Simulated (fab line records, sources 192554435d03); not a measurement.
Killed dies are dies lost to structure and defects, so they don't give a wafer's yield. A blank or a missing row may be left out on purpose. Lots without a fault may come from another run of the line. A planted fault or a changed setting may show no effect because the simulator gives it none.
A struck lot beside a sound one | flow n5_finfet | 37 steps out of a route of 1938
Sound: wafers L612.1, L612.3, L612.4. Struck: wafer L627.2. (L627.3 of the same lot was not struck and is left out.) The cause comes at the end.
At each step with rows: each side's tool, then ch and its chambers, then its first start. Under that, the readings that differ: sound wafers | struck wafers | difference of the means | sigmas: that difference in standard deviations of wafers without a fault.
alike: readings whose means differ by less than 2 such deviations, and words and numbers that are the same on both sides. not compared: withheld readings, readings that some wafer has no value for, bounds like >300 that may hide the same value, and numbers for which the record gives no deviation and whose values overlap.
The two part at a step that has a row with sigmas, a row that says differs or no value, or rows on one side only. Numbers that don't overlap but have no deviation are shown without sigmas and don't part them. A reading that every wafer of one side lacks parts them only if that side has two wafers or more.

first, 9 steps without rows for these wafers: N5_MOL_CONTACT_COAG_PRECLEAN_127 (cleans in DIW, time 57.5 s); N5_MOL_CONTACT_COAG_SRD_128 (dry time 32 s); N5_MOL_CONTACT_COAG_CMP_52 (polishes, stops on SiO2, t overpolish 1.5 s, target thk 66.5 nm); N5_MOL_CONTACT_COAG_ANNEAL_112 (time 1800 s); N5_BEOL_M0_SAQP_PECVD_00 (deposits SiCN from 3MS/NH3, target thk 8 nm, time 14 s); N5_BEOL_M0_SAQP_ILD_DEP_01 (deposits SiOC from DEMS/O2, target thk 45.419 nm, time 8.7 s); N5_BEOL_M0_SAQP_HM_DEP_02 (deposits TiN, target thk 12 nm); N5_BEOL_M0_SAQP_PECVD_03 (deposits SiCN from 3MS/NH3, target thk 12 nm, time 21.1 s); N5_BEOL_M0_SAQP_PECVD_96 (deposits a-Si from SiH4/He, target thk 45 nm, time 45.2 s).
N5_BEOL_M0_SAQP_PECVD_97: deposits SiNx from SiH4/NH3/N2, target thk 23 nm, time 19.9 s.
  sound on pecvd-04 ch 0,1,2, day 6 05:13; struck on pecvd-04 ch 1, day 10 00:25
  reading                                         | sound        | struck | difference | sigmas
  heater_power_w (W)                              | 408 468 662  | 673    | +160       | +2
  model.SiNx_of_BEOL_M0_SAQP_PECVD_97.thk_nm (nm) | 22.6 23 23.4 | 33.4   | +10.4      |
  alike: showerhead_plenum_p_Torr, throttle_valve_pct
then, 24 steps without rows for these wafers: N5_BEOL_M0_SAQP_PECVD_04 (deposits a-Si from SiH4/He, target thk 60 nm, time 60.2 s); N5_BEOL_M0_SAQP_HM_DEP_111 (deposits SiO2 from SiH4/N2O, target thk 12 nm, time 7.2 s); N5_BEOL_M0_SAQP_COAT_81 (time 60 s, resist thk 100 nm); N5_BEOL_M0_SAQP_COAT_82 (time 60 s, resist thk 30 nm); N5_BEOL_M0_SAQP_COAT_08 (resist thk 90 nm); N5_BEOL_M0_SAQP_EBR_10; N5_BEOL_M0_SAQP_SOFTBAKE_09 (time 60 s); N5_BEOL_M0_SAQP_EXPOSE_11 (exposes mask M0 CORE, target cd 42 nm); N5_BEOL_M0_SAQP_PEB_12 (peb time 60 s); N5_BEOL_M0_SAQP_DEVELOP_13 (develop time 30 s); N5_BEOL_M0_SAQP_DESCUM_19 (chemistry O2, time 7.9 s); N5_BEOL_M0_SAQP_ETCH_83 (etches SiARC in CF4, target depth 39 nm, time 65 s); N5_BEOL_M0_SAQP_ETCH_84 (etches SOC in N2/H2, target depth 100 nm, overetch 20 nm, time 150 s); N5_BEOL_M0_SAQP_STRIP_80 (strips in N2/H2); N5_BEOL_M0_SAQP_HM_OPEN_112 (chemistry CHF3/O2, target SiO2, stops on a-Si, target depth 12 nm, time 13.5 s); N5_BEOL_M0_SAQP_STRIP_113 (strips in CHF3/O2); N5_BEOL_M0_SAQP_MANDREL_ETCH_20 (etches a-Si in HBr/Cl2, stops on SiNx, target depth 60 nm, bt time 10 s, time 30 s); N5_BEOL_M0_SAQP_STRIP_86 (strips in N2/H2); N5_BEOL_M0_SAQP_STRIP_115 (strips in post etch residue remover, time 60 s); N5_BEOL_M0_SAQP_SRD_93 (time 30 s); N5_BEOL_M0_SAQP_RECESS_114 (chemistry HF/NH3, target SiO2, target depth 14.4 nm, afs cycles 3, sublimation time 60 s); N5_BEOL_M0_SAQP_SPACER1_ALD_98 (deposits SiO2, target thk 12.8 nm, pulse time 1 s, purge time 2 s); N5_BEOL_M0_SAQP_SPACER1_ETCHBACK_99 (etches SiO2 in CHF3/O2, target depth 15.4 nm, time 7.7 s); N5_BEOL_M0_SAQP_MANDREL1_REMOVE_100 (chemistry HBr/Cl2/O2, target a-Si, stops on SiNx, bt time 10 s).
N5_BEOL_M0_SAQP_ETCH_106: etches SOC in N2/H2, stops on SiNx, target depth 150 nm.
  sound on rie_diel-03 ch 0,1,3, day 6 08:24; struck on rie_diel-02 ch 0, day 10 04:14
  reading                                         | sound        | struck | difference | sigmas
  rf_hours_counter_h (h)                          | 163 140 93   | 180    | +48        |
  model.SiNx_of_BEOL_M0_SAQP_PECVD_97.thk_nm (nm) | 15 15.2 15.8 | 25.6   | +10.3      |
  alike: drypump_motor_current_A, oes_product_au, rf_vpp_V, showerhead_plenum_p_Torr, throttle_valve_pct
N5_BEOL_M4_RC_MEAS_101:
  the record has rows for the sound wafers here (prober-02 ch 0, day 9 05:05) and none for the struck ones
-- the record jumps here: 7 days lie between the struck wafers' starts before and after (it left off in module BEOL_M4 and takes up again in module PASSIVATION, whose first step shown is number 1936 of the route) --
N5_PASSIVATION_PROBE_49:
  the record has rows for the struck wafers here (prober-01, day 17 09:58) and none for the sound ones

WHERE THEY PART
First at N5_BEOL_M0_SAQP_PECVD_97; last, within this record, at N5_PASSIVATION_PROBE_49.

WHY: what the simulator had put in
Process parameter drift: pecvd-04, from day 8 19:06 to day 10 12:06, at N5_BEOL_M0_SAQP_PECVD_97. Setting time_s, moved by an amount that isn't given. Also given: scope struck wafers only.
